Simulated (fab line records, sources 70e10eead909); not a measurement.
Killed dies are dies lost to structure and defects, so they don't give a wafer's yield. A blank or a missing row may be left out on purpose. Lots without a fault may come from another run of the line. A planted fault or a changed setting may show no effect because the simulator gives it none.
fab line records | flow nand_harc
record lots=6 wafers=18 last_day=33
route steps=1302 shown A_M0@1148 END@1302
lots that met no fault: from a run of the same line without faults
start_h: hours from the record's first day to the start of the lot's first wafer shown | wait_h: hours since the lot's step before | " the same as in the row above | L1.1+2: a row that stands for several wafers | - no value, or no start given | * or withheld: withheld | < > ~ a bound
route shown NAME@n: a module of which the file shows steps, and the number in the route of the first | usual: mean/standard deviation of fault-free wafers | same: alike in all rows | chamber/n: place in a boat | sites: the reading at each site | _std_site: their standard deviation | _edge_site: outer sites' mean less inner sites' | radius_mm: how far each site lies from the wafer's centre | mask NAME#n: copy n | behind: the tool/chamber that last shaped the wafer | hold: why the lot was held/for how many hours/how that ended | device: the transistor (n, p or np) that didn't switch | end of line: the same wafers' tests at the end of the route | a step without rows: its recipe alone | killed: dies lost to structure and defects at the first sort, not the wafer's yield | map: a wafer's dies, x killed, . not, _ none there
set.NAME: the setting as run; set.NAME@STEP: as run at that earlier step | model.NAME: the simulator's own value behind a step, which no gauge read
lots at some steps of the route; a table a step, a row a wafer
services: from which hour (start_h, from the record's first day; less than 0 if before it) a tool's chamber was out of use, for how many hours, and why
## steps
# step NHARC_A_M0_OVL_MEAS_10
# recipe pitch_nm=160
# usual overlay_x_nm=0.2/0.85 overlay_y_nm=-0.2/0.77
# columns lot.wafer tool chamber start_h wait_h overlay_x_nm overlay_y_nm
L576.1 overlay-02 - 533.78 - -0.3 0.3
L576.4 " - " " 0.1 -0.3
L576.5 " - " " 0.1 0.0
L586.2 overlay-01 - 628.06 - -1.0 -0.2
L586.5 " - " " -1.0 0.0
L586.6 " - " " -0.3 -0.4
L587.1 overlay-02 - 647.67 - 1.4 -0.1
L587.4 " - " " 0.9 0.0
L587.6 " - " " 1.4 0.1
L589.3 overlay-02 - 664.76 - -1.1 -0.4
L589.4 " - " " -1.3 -0.5
L589.5 " - " " -1.4 -0.6
L591.1 overlay-02 - 703.55 - 0.4 1.6
L591.3 " - " " 0.7 1.8
L591.4 " - " " 0.9 1.1
L598.3 overlay-02 - 754.54 - -0.3 -1.3
L598.4 " - " " -0.5 -0.8
L598.6 " - " " -0.3 -0.7
# step NHARC_A_M0_INSPECT_11
# usual raw_defect_count=76/39
# columns lot.wafer tool chamber start_h wait_h raw_defect_count
L576.1 defect_inspect-01 - 533.82 0.0 145
L576.4 " - " " 153
L576.5 " - " " 129
L586.2 defect_inspect-01 - 628.10 0.0 35
L586.5 " - " " 43
L586.6 " - " " 35
L587.1 defect_inspect-02 - 647.70 0.0 39
L587.4 " - " " 49
L587.6 " - " " 36
L589.3 defect_inspect-01 - 664.79 0.0 82
L589.4 " - " " 76
L589.5 " - " " 72
L591.1 defect_inspect-02 - 703.58 0.0 154
L591.3 " - " " 155
L591.4 " - " " 153
L598.3 defect_inspect-01 - 754.57 0.0 56
L598.4 " - " " 76
L598.6 " - " " 91
# step NHARC_A_M0_DESCUM_14
# recipe time_s=3 o2_flow_sccm=200 ar_flow_sccm=0 bias_power_w=0 chemistry=O2
# usual drypump_motor_current_A=5.5/0.43 o2_flow_sccm=199.9/0.64 oes_product_au=0.998/0.009 rf_vpp_V=57.6/0.84 showerhead_plenum_p_Torr=1.90/0.086 throttle_valve_pct=11.311/0.01
# columns lot.wafer tool chamber start_h wait_h drypump_motor_current_A o2_flow_sccm oes_product_au rf_hours_counter_h rf_vpp_V showerhead_plenum_p_Torr throttle_valve_pct
L576.1 rie_diel-01 0 533.88 0.1 5.0 199.0 0.996 6.6 56.8 1.97 11.330
L576.4 " 1 " " 5.6 198.6 0.976 6.8 57.2 1.91 11.294
L576.5 " 0 " " 5.0 199.4 0.985 - 57.5 1.97 11.290
L586.2 rie_diel-04 3 628.16 0.1 5.2 199.8 0.982 4.7 56.6 2.06 11.304
L586.5 " 3 " " 5.2 200.0 0.974 - 59.0 2.06 11.307
L586.6 " 0 " " 5.2 199.2 1.010 - 57.5 1.94 11.311
L587.1 rie_diel-11 0 647.80 0.1 4.7 199.7 0.992 2.5 59.4 1.97 11.329
L587.4 " 2 " " 6.1 199.8 1.003 2.0 57.9 1.96 11.303
L587.6 " 0 " " 4.7 199.6 1.002 - 57.0 1.97 11.323
L589.3 rie_diel-11 1 664.85 0.1 5.3 199.5 1.003 3.8 57.4 1.82 11.327
L589.4 " 3 " " 5.8 199.8 1.003 3.5 56.3 1.84 11.309
L589.5 " 1 " " 5.3 198.9 0.995 - 58.0 1.82 11.310
L591.3 rie_diel-11 0 703.65 0.1 4.7 200.4 0.990 5.4 57.7 1.97 11.318
L591.4 " 1 " " 5.3 198.4 0.999 5.5 56.2 1.82 11.287
L591.1 " 3 " " 5.8 200.4 0.998 4.7 57.7 1.84 11.309
L598.3 rie_diel-01 3 754.65 0.1 5.3 199.8 1.008 1.2 57.1 1.77 11.312
L598.4 " 0 " " 5.0 200.5 0.997 0.8 57.5 1.97 11.298
L598.6 " 2 " " 6.2 199.3 1.010 - 58.1 1.96 11.309
# step NHARC_A_M0_ETCH_34
# recipe target_depth_a=400 overetch_a=120 time_s=43.94 ion_energy_ev=200 n2_flow_sccm=150 h2_flow_sccm=150 ar_flow_sccm=0 rf_w=400 bias_w=150 chemistry=N2/H2
# usual drypump_motor_current_A=5.5/0.42 oes_product_au=1.000/0.0091 rf_vpp_V=430.1/2.7 showerhead_plenum_p_Torr=2.03/0.094 throttle_valve_pct=14.170/0.0093
# columns lot.wafer tool chamber start_h wait_h drypump_motor_current_A oes_product_au rf_hours_counter_h rf_vpp_V showerhead_plenum_p_Torr throttle_valve_pct
L576.1 rie_diel-01 3 533.96 0.1 5.3 0.992 7.8 424.9 1.89 14.162
L576.4 " 0 " " 5.0 0.997 6.7 432.2 2.10 14.176
L576.5 " 3 " " 5.3 0.994 - 427.3 1.89 14.175
L586.2 rie_diel-04 0 628.25 0.1 5.2 1.002 4.4 431.5 2.07 14.173
L586.5 " 3 " " 5.2 0.973 - 434.9 2.20 14.195
L586.6 " 0 " " 5.2 1.007 - 430.5 2.07 14.172
L587.1 rie_diel-11 2 647.88 0.1 6.1 1.001 2.1 433.0 2.09 14.161
L587.4 " 3 " " 5.8 1.007 2.2 429.0 1.96 14.169
L587.6 " 1 " " 5.3 1.014 - 427.4 1.94 14.167
L589.3 rie_diel-11 2 664.94 0.1 6.1 0.999 3.5 430.8 2.09 14.164
L589.4 " 3 " " 5.8 1.001 3.5 428.5 1.96 14.155
L589.5 " 1 " " 5.3 1.006 - 427.3 1.94 14.162
L591.3 rie_diel-11 2 703.74 0.1 6.1 0.999 4.8 432.4 2.08 14.176
L591.1 " 3 " " 5.8 1.007 4.7 428.7 1.96 14.168
L591.4 " 0 " " 4.7 0.999 5.4 430.2 2.10 14.163
L598.4 rie_diel-01 1 754.72 0.1 5.6 0.994 0.8 430.1 2.04 14.164
L598.3 " 0 " " 5.0 1.001 0.8 431.8 2.10 14.179
L598.6 " 2 " " 6.2 1.022 - 431.5 2.09 14.166
# step NHARC_A_M0_ETCH_15
# recipe target_depth_a=1500 overetch_a=150 time_s=82.5 c4f8_flow_sccm=withheld ar_flow_sccm=400 rf_w=600 bias_w=300 chemistry=C4F8/Ar
# step NHARC_A_M0_CD_MEAS_16
# usual cd_nm=79.7/0.88
# columns lot.wafer tool chamber start_h wait_h cd_nm
L576.1 cd_sem-03 - 534.18 - 79.1
L576.4 " - " " 80.7
L576.5 " - " " 80.2
L586.2 cd_sem-02 - 628.46 - 79.7
L586.5 " - " " 79.6
L586.6 " - " " 79.3
L587.1 cd_sem-03 - 648.09 - 80.5
L587.4 " - " " 80.3
L587.6 " - " " 80.6
L589.3 cd_sem-01 - 665.16 - 81.0
L589.4 " - " " 78.4
L589.5 " - " " 81.4
L591.1 cd_sem-01 - 703.96 - 80.0
L591.3 " - " " 79.9
L591.4 " - " " 80.3
L598.3 cd_sem-01 - 754.95 - 80.3
L598.4 " - " " 79.1
L598.6 " - " " 79.8
# step NHARC_A_M0_STRIP_18
# recipe power_w=1000 n2_flow_sccm=150 h2_flow_sccm=150 ar_flow_sccm=0 bias_w=0 chemistry=N2/H2
# step NHARC_A_M0_STRIP_19
# recipe time_s=600 temp_c=30 chemistry=post_etch_residue_remover
# step NHARC_A_M0_DEGAS_28
# recipe temp_c=250 time_s=60
# usual heater_power_w=334/15 susceptor_temp_C=250.00/0.16
# columns lot.wafer tool chamber start_h wait_h heater_power_w susceptor_temp_C
L576.4 pvd_sputter-02 - 534.80 - 329 250.22
L576.1 " - " " 331 249.88
L576.5 " - " " 331 250.08
L586.2 pvd_sputter-02 - 629.10 - 334 249.65
L586.6 " - " " 333 250.03
L586.5 " - " " 323 249.89
L587.1 pvd_sputter-03 - 648.72 - 308 249.97
L587.4 " - " " 348 249.78
L587.6 " - " " 302 249.88
L589.4 pvd_sputter-01 - 665.83 - 328 249.94
L589.3 " - " " 333 249.73
L589.5 " - " " 328 249.91
L591.3 pvd_sputter-02 - 704.59 - 348 250.17
L591.1 " - " " 343 249.87
L591.4 " - " " 336 250.32
L598.3 pvd_sputter-02 - 755.57 - 355 250.04
L598.4 " - " " 349 249.79
L598.6 " - " " 342 249.92
# step NHARC_A_M0_PRE_CLEAN_29
# recipe time_s=30 temp_c=280 gas=H2/He
# step NHARC_A_M0_PVD_20
# recipe target_thk_a=50 bias_v=168.6 power_w=15000 chamber_pressure_pa=0.12 time_s=8.06 substrate_temp_c=50 material=TaN
# usual throttle_valve_pct=30.3/1
# columns lot.wafer tool chamber start_h wait_h throttle_valve_pct
L576.4 pvd_sputter-02 - - - 30.1
L576.1 " - " " 30.0
L576.5 " - " " 31.8
L586.2 pvd_sputter-02 - - - 30.2
L586.6 " - " " 31.9
L586.5 " - " " 30.2
L587.1 pvd_sputter-03 - - - 28.5
L587.4 " - " " 29.8
L587.6 " - " " 28.7
L589.3 pvd_sputter-01 - - - 29.4
L589.4 " - " " 31.3
L589.5 " - " " 30.2
L591.4 pvd_sputter-02 - - - 29.6
L591.1 " - " " 31.8
L591.3 " - " " 32.7
L598.4 pvd_sputter-02 - - - 32.7
L598.3 " - " " 29.9
L598.6 " - " " 32.5
# step NHARC_A_M0_PVD_21
# recipe target_thk_a=300 chamber_pressure_pa=5 power_w=5000 substrate_temp_c=30 time_s=20.49 material=Cu
# step NHARC_A_M0_ECD_22
# recipe target_thk_a=4000 bath_temp_c=25 material=Cu
# columns lot.wafer tool chamber start_h wait_h
L576.1+4+5 ecd_cu-01 1,0,1 535.16 -
L586.2+5+6 ecd_cu-02 1,0,1 629.49 -
L587.1+4+6 ecd_cu-02 0,1,1 649.12 -
L589.4+3+5 ecd_cu-02 1,0,0 666.31 -
L591.1+4+3 ecd_cu-01 0,0,1 704.95 -
L598.3+4+6 ecd_cu-01 1,0,1 756.03 -
# step NHARC_A_M0_ANNEAL_30
# recipe temp_c=225 time_s=90
# usual wafer_temp_C_max=225.89/0.29
# columns lot.wafer tool chamber start_h wait_h wafer_temp_C_max
L576.1 rtp_anneal-02 0 535.54 - 225.79
L576.4 " 0 " " 225.65
L576.5 " 0 " " 225.74
L586.2 rtp_anneal-02 0 629.87 0.3 225.65
L586.5 " 0 " " 226.13
L586.6 " 0 " " 225.36
L587.1 rtp_anneal-01 0 649.45 - 226.23
L587.4 " 0 " " 225.89
L587.6 " 0 " " 226.18
L589.3 rtp_anneal-02 0 666.69 - 225.66
L589.4 " 0 " " 225.32
L589.5 " 0 " " 225.64
L591.1 rtp_anneal-01 0 705.33 0.3 226.20
L591.3 " 0 " " 226.04
L591.4 " 0 " " 226.38
L598.3 rtp_anneal-02 0 756.41 0.3 225.63
L598.4 " 0 " " 225.56
L598.6 " 0 " " 225.46
# step NHARC_A_M0_CMP_23
# recipe t_overpolish_s=20 target_thk_nm=113.75
# usual motor_current_A=11.6/1.2 time_to_endpoint_s=29.1/3
# columns lot.wafer tool chamber start_h wait_h motor_current_A time_to_endpoint_s
L576.1 cmp-04 0 535.92 - 11.1 30.7
L576.4 " 1 " " 11.1 31.9
L576.5 " 0 " " 12.0 32.3
L586.2 cmp-04 0 630.22 - 12.0 30.6
L586.6 " 2 " " 14.1 27.7
L586.5 " 3 " " 10.4 28.1
L587.4 cmp-03 0 649.82 - 12.4 33.7
L587.1 " 1 " " 12.8 11.5
L587.6 " 0 " " 11.8 32.9
L589.3 cmp-04 2 666.96 - 13.8 9.1
L589.4 " 0 " " 11.5 27.2
L589.5 " 2 " " 13.8 9.2
L591.1 cmp-04 0 705.70 - 11.3 29.2
L591.3 " 1 " " 11.5 28.8
L591.4 " 2 " " 13.7 27.4
L598.3 cmp-03 1 756.65 - 13.3 33.5
L598.4 " 2 " " 11.7 29.8
L598.6 " 2 " " 11.6 33.0
# step NHARC_A_M0_THK_MEAS_24
# recipe thk_meas_gauge=xrf
# usual thk_nm=113.7/1.6
# columns lot.wafer tool chamber start_h wait_h thk_nm
L576.1 film_metro-01 - 536.21 - 114.5
L576.4 " - " " 112.8
L576.5 " - " " 113.8
L586.2 film_metro-02 - 630.48 - 112.7
L586.5 " - " " 113.8
L586.6 " - " " 111.8
L587.1 film_metro-01 - 650.11 - 116.4
L587.4 " - " " 114.1
L587.6 " - " " 116.0
L589.3 film_metro-02 - 667.25 - 114.6
L589.4 " - " " 112.3
L589.5 " - " " 115.7
L591.1 film_metro-02 - 705.99 - 111.3
L591.3 " - " " 113.1
L591.4 " - " " 109.1
L598.3 film_metro-02 - 756.96 - 114.5
L598.4 " - " " 113.2
L598.6 " - " " 114.3
# step NHARC_END_SORT_01
# recipe temp_c=25
# usual defect_limited_yield=92.5/2.5 killed_at_array=46/16 killed_at_other=0.9/1.3 killed_at_periphery=4.1/3 killed_dies=51/17 killed_open=3.5/1.8 killed_short=2.5/1.8 sort_bin_2_pct=2.6/1.1 sort_bin_3_pct=0.6/0.37 sort_bin_4_pct=4.4/1.4 sort_n_pass=626/17 sort_rim_yield_pct=88/4.6 sort_yield_pct=92.5/2.5
# same gross_dies=677 sort_bin_5_pct[%]=0 sort_bin_6_pct[%]=0 sort_bin_7_pct[%]=0 sort_bin_8_pct[%]=0 sort_rim_n_gross=106.00
# columns lot.wafer tool chamber start_h wait_h defect_limited_yield[%] killed_at_array killed_at_other killed_at_periphery killed_dies killed_open killed_short sort_bin_2_pct[%] sort_bin_3_pct[%] sort_bin_4_pct[%] sort_n_pass sort_rim_yield_pct[%] sort_yield_pct[%]
L586.2 prober-02 0 668.91 2.8 96.0 25 0 2 27 3 0 1.2 0.3 2.5 650 90 96.0
L586.5 prober-02 0 671.29 3.7 95.1 33 0 0 33 2 1 1.9 0.4 2.5 644 85 95.1
L586.6 prober-02 0 672.08 4.0 96.5 24 0 0 24 3 2 1.3 0 2.2 653 92 96.5
L587.1 prober-01 0 689.88 2.5 92.8 39 0 10 49 2 2 2.1 0.9 4.3 628 92 92.8
L589.3 prober-02 0 707.28 3.1 92.5 49 0 2 51 3 3 3.2 0.6 3.7 626 88 92.5
L589.4 prober-02 0 708.09 3.4 94.1 37 1 2 40 2 3 2.8 0.4 2.7 637 89 94.1
L589.5 prober-02 0 708.91 3.7 94.7 34 1 1 36 2 2 2.5 0.3 2.5 641 91 94.7
L591.1 prober-02 0 742.20 2.5 89.1 73 0 1 74 1 2 5.6 1.3 4.0 603 82 89.1
# killed by level:class
L586.2 A_CHANNEL_HOLE_D2:chamber_film_flake=12 A_CONTACT:chamber_film_flake=7 A_M1:chamber_film_flake=2 P_M0:geometric_particle:open=1 P_M1:geometric_particle:open=1 A_DECK1_JOINT:geometric_particle:open=1 A_ZERO_WELL:chamber_film_flake=1 A_CHANNEL_HOLE_D1:chamber_film_flake=1
L586.5 A_CHANNEL_HOLE_D2:chamber_film_flake=12 A_CONTACT:chamber_film_flake=7 A_CHANNEL_HOLE_D1:chamber_film_flake=5 A_M1:chamber_film_flake=4 A_SLIT:chamber_film_flake=2 A_ONON_D2:geometric_particle:open=1 A_CHANNEL_FILL_D2:geometric_particle:short=1 A_M0:geometric_particle:open=1
L586.6 A_CHANNEL_HOLE_D2:chamber_film_flake=6 A_CHANNEL_HOLE_D1:chamber_film_flake=5 A_SLIT:chamber_film_flake=3 A_CONTACT:chamber_film_flake=3 A_CHANNEL_FILL_D2:geometric_particle:open=2 A_WL_FILL:geometric_particle:short=2 A_BLC:geometric_particle:open=1 A_WL_FILL:chamber_film_flake=1
L587.1 A_CHANNEL_HOLE_D2:chamber_film_flake=16 A_CHANNEL_HOLE_D1:chamber_film_flake=8 P_GATE:chamber_film_flake=4 P_M1:chamber_film_flake=4 A_M1:chamber_film_flake=4 A_WL_FILL:chamber_film_flake=3 A_SLIT:chamber_film_flake=2 P_CONTACT:geometric_particle:open=1
L589.3 A_SLIT:chamber_film_flake=29 A_CHANNEL_HOLE_D1:chamber_film_flake=8 A_CONTACT:chamber_film_flake=3 A_WL_FILL:chamber_film_flake=2 P_M0:geometric_particle:open=1 A_CHANNEL_HOLE_D1:geometric_particle:open=1 A_ONON_D2:geometric_particle:short=1 A_CHANNEL_HOLE_D2:geometric_particle:short=1
L589.4 A_SLIT:chamber_film_flake=18 A_CHANNEL_HOLE_D1:chamber_film_flake=8 A_CONTACT:chamber_film_flake=5 A_SGD_CUT:geometric_particle:open=2 P_M1:geometric_particle:short=1 A_DECK1_JOINT:geometric_particle:short=1 A_CHANNEL_HOLE_D2:geometric_particle:short=1 P_GATE:chamber_film_flake=1
L589.5 A_SLIT:chamber_film_flake=18 A_CHANNEL_HOLE_D1:chamber_film_flake=5 A_CONTACT:chamber_film_flake=3 A_ONON_D1:geometric_particle:short=1 A_CHANNEL_FILL_D2:geometric_particle:open=1 A_CHANNEL_FILL_D2:geometric_particle:short=1 A_M0:geometric_particle:open=1 P_BONDPAD:chamber_film_flake=1
L591.1 A_SLIT:chamber_film_flake=21 A_CHANNEL_HOLE_D1:chamber_film_flake=19 A_CHANNEL_HOLE_D2:chamber_film_flake=18 A_STAIRCASE:chamber_film_flake=4 A_CONTACT:chamber_film_flake=4 A_WL_FILL:chamber_film_flake=2 A_CHANNEL_FILL_D1:geometric_particle:short=1 A_M1:geometric_particle:open=1
## services
# columns tool chamber start_h hours kind
ecd_cu-01 - 512.01 8.0 pm
cmp-04 - 519.15 0.3 repair
rie_diel-01 3 537.03 1.6 repair
rie_diel-11 - 546.22 1.0 repair
rie_diel-01 - 557.80 9.0 pm
cmp-04 - 578.54 0.4 repair
rie_diel-11 3 578.61 4.8 repair
rie_diel-11 1 594.35 4.4 repair
ecd_cu-02 - 596.44 8.0 pm
cmp-04 - 601.04 4.0 pm
rie_diel-11 - 609.57 9.0 pm
pvd_sputter-02 - 614.35 11.4 repair
rie_diel-01 - 624.19 2.0 repair
pvd_sputter-02 - 630.02 2.8 repair
cmp-04 - 636.89 0.8 repair
rie_diel-01 3 662.38 4.5 repair
rie_diel-01 2 666.84 1.5 repair
pvd_sputter-02 - 677.63 2.1 repair
cmp-04 - 699.04 4.0 pm
cmp-04 - 707.94 2.7 repair
cmp-04 - 711.69 1.1 repair
rie_diel-01 - 734.80 9.0 pm
rtp_anneal-02 - 744.10 12.0 pm
rie_diel-11 1 749.84 8.0 repair
## key
first_sign step=NHARC_A_M0_CMP_23 reading=time_to_endpoint_s direction=down sigmas=6.5 usual=* struck=*
effect none on later readings
met_at NHARC_A_M0_ECD_22
struck_wafers L587.1,L589.3,L589.5
onset_between 629.49 649.12
fault kind=process_parameter_drift tool=ecd_cu-02 chamber=0 onset_h=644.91 steps=NHARC_A_M0_ECD_22 channel=target_thk_a offset=* shape=step end_h=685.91 acts_in=* stated=*
